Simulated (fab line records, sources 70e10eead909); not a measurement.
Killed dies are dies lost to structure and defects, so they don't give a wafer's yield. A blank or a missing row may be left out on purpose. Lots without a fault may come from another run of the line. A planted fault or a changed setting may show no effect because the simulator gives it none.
Chamber matching | flow nand_harc | NHARC_A_STAIRCASE_ETCH_253 on rie_diel-13: 4 sister chambers
The step etches the open film in C4F8/O2, target depth 50 nm, time 20.2 s. 14 wafers are shown with their chamber, then 7 later ones without.

WAFERS WITH THEIR CHAMBER
wafer  | chamber | rf_vpp_V (V) | oes_product_au (a.u.)
L600.2 | 2       | 890          | 0.943
L600.4 | 0       | 895          | 0.947
L600.6 | 0       | 896          | 0.940
L601.4 | 0       | 895          | 0.958
L601.5 | 1       | 905          | 0.942
L601.6 | 0       | 895          | 0.951
L604.1 | 3       | 895          | 0.951
L604.3 | 1       | 904          | 0.964
L604.5 | 0       | 895          | 0.955
L606.1 | 3       | 897          | 0.914
L606.4 | 2       | 889          | 0.926
L606.5 | 0       | 895          | 0.921
L618.2 | 0       | 894          | 0.978
L618.4 | 0       | 894          | 0.973

SIGNATURES (means of the wafers above)
reading        | chamber 0 | chamber 1 | chamber 2 | chamber 3 | scatter within a chamber
rf_vpp_V       | 894.88    | 904.50    | 889.50    | 896.00    | 0.766
oes_product_au | 0.95287   | 0.95300   | 0.93450   | 0.93250   | 0.0183
Rule: a wafer's distance from a chamber is the root of the sum, over the readings, of the square of ((its reading less the chamber's mean) divided by the reading's scatter). The wafer belongs to the nearest chamber; if the next one is less than 2 further off, it can't be placed. The scatter: the root of (the sum of the squares of (reading less its chamber's mean) over the shown wafers, divided by (wafers less chambers)).

WAFERS WITHOUT THEIR CHAMBER
wafer  | rf_vpp_V (V) | oes_product_au (a.u.)
L618.6 | 905          | 0.960
L620.3 | 894          | 0.951
L620.4 | 904          | 0.949
L620.5 | 895          | 0.939
L622.2 | 895          | 0.961
L622.3 | 889          | 0.958
L622.5 | 904          | 0.973

WHICH CHAMBER EACH WENT THROUGH
wafer  | from the rows above     | in truth
L618.6 | 1                       | 1
L620.3 | can't be placed: 0 or 3 | 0
L620.4 | 1                       | 1
L620.5 | can't be placed: 0 or 3 | 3
L622.2 | can't be placed: 0 or 3 | 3
L622.3 | 2                       | 2
L622.5 | 1                       | 1
Placed correctly: 4 of 7. Can't be placed from these rows: 3 (the true chamber is among the candidates in 3). Placed wrongly: 0.
